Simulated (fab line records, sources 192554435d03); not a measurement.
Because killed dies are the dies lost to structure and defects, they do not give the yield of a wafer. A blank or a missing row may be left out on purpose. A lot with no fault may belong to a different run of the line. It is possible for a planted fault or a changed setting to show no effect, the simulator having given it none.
A lot that was struck, set against a sound lot    flow n5 finfet    15 steps out of a route of 1938
Sound: wafers L559.1, L559.4, L559.5. Wafers L553.1, L553.4 were the ones struck. The cause is named last.
Per side, at each step with rows, come the tool, then ch with its chambers, and then its first start. Under that, the readings that differ: sound wafers    struck wafers    difference of the means    sigmas: that difference in standard deviations of wafers without a fault.
alike: a reading whose means differ by less than 2 such deviations, as well as words and numbers matching on both sides. not compared: withheld readings; readings where some wafer has no value; bounds like >300 that might hide an equal value; numbers whose values overlap and for which the record gives no deviation.
The two part at a step that has a row with sigmas, a row that says differs or no value, or rows on one side only. Non-overlapping numbers with no deviation appear without sigmas and do not part them. Lack of a reading on every wafer of one side parts them only where that side has two or more wafers.

N5_MOL_CONTACT_COAG_ETCH_106: etches SOC in N2/H2, target depth 80 nm, overetch 16 nm, time 120 s.
  sound on rie diel-01 ch 0,2,3, day 8 10:17; struck on rie diel-03 ch 0,2, day 6 22:46
  alike: drypump motor current A, oes product au, rf vpp V, showerhead plenum p Torr, throttle valve pct
  not compared: rf hours counter h
then, 2 steps without rows for these wafers: N5_MOL_CONTACT_COAG_STRIP_107 (strips in N2/H2); N5_MOL_CONTACT_COAG_STRIP_108 (strips in N2/H2).
N5_MOL_CONTACT_COAG_CONTACT_ETCH_14: etches SiO2 in C4F6/O2, target depth 27.5 nm, overetch 8.5 nm, time 20 s.
  sound on rie diel-01 ch 0,2,3, day 8 10:23; struck on rie diel-03 ch 0,2, day 6 22:52
  alike: O2_flow_sccm, drypump motor current A, oes product au, rf vpp V, showerhead plenum p Torr, throttle valve pct
  not compared: rf hours counter h
then, 1 step without rows for these wafers: N5_MOL_CONTACT_COAG_STRIP_109 (strips in C4F6/O2).
N5_MOL_CONTACT_COAG_ETCH_15: etches SiNx in CH3F/O2, stops on Si:P, target depth 7 nm.
  sound on rie diel-01 ch 0,2,3, day 8 10:26; struck on rie diel-03 ch 0,2, day 6 22:54
  alike: CH3F_flow_sccm, O2_flow_sccm, drypump motor current A, oes product au, rf vpp V, showerhead plenum p Torr, throttle valve pct
  not compared: rf hours counter h
N5_MOL_CONTACT_COAG_ETCH_110: etches Si in CF4/O2, target depth 2.5 nm, time 8 s.
  sound on rie diel-01 ch 0,2,3, day 8 10:29; struck on rie diel-03 ch 0,2, day 6 22:58
  alike: O2_flow_sccm, drypump motor current A, oes product au, rf vpp V, showerhead plenum p Torr, throttle valve pct
  not compared: rf hours counter h
N5_MOL_CONTACT_COAG_STRIP_98: strips in N2/H2.
  sound on rie diel-01 ch 0,2,3, day 8 10:32; struck on rie diel-03 ch 0,2, day 6 23:01
  alike: drypump motor current A, oes product au, rf vpp V, showerhead plenum p Torr, throttle valve pct
  not compared: rf hours counter h
N5_MOL_CONTACT_COAG_CD_MEAS_99: target cd 17.2 nm.
  struck on cd sem-03, day 6 23:05; sound on cd sem-01, day 8 10:37
  alike: cd nm
then, 3 steps without rows for these wafers: N5_MOL_CONTACT_COAG_IMPLANT_129; N5_MOL_CONTACT_COAG_PRECLEAN_111 (cleans in NF3:NH3, afs cycles 1, time 20 s, sublimation time 60 s); N5_MOL_CONTACT_COAG_TI_SIL_19 (material Ti, target thk 4.2 nm, time 15 s).
N5_MOL_CONTACT_COAG_ALD_20: deposits TiN, target thk 1.5 nm, pulse time 1 s, purge time 3 s.
  sound on ald metal-04 ch 1,3, day 8 11:14; struck on ald metal-02 ch 1,2, day 6 23:59
reading     sound     struck  difference  sigmas
ald cycles  68 68 68  52 52   -16         
  alike: heater power w, precursor pulse height rel
then, 1 step without rows for these wafers: N5_MOL_CONTACT_COAG_SIL_ANNEAL_21 (time 60 s).
-- record jumps: 8 days separate the struck wafers' starts on either side; left off in module MOL_CONTACT_COAG, taken up again in module PASSIVATION, whose first shown step is the route's number 1936 --
N5_PASSIVATION_PROBE_49:
  record: rows for the struck wafers here (prober-02, day 14 19:43), none for the sound ones

## WHERE THEY PART
At N5_PASSIVATION_PROBE_49 and nowhere else, as far as this record goes.

WHY: what the simulator had put in
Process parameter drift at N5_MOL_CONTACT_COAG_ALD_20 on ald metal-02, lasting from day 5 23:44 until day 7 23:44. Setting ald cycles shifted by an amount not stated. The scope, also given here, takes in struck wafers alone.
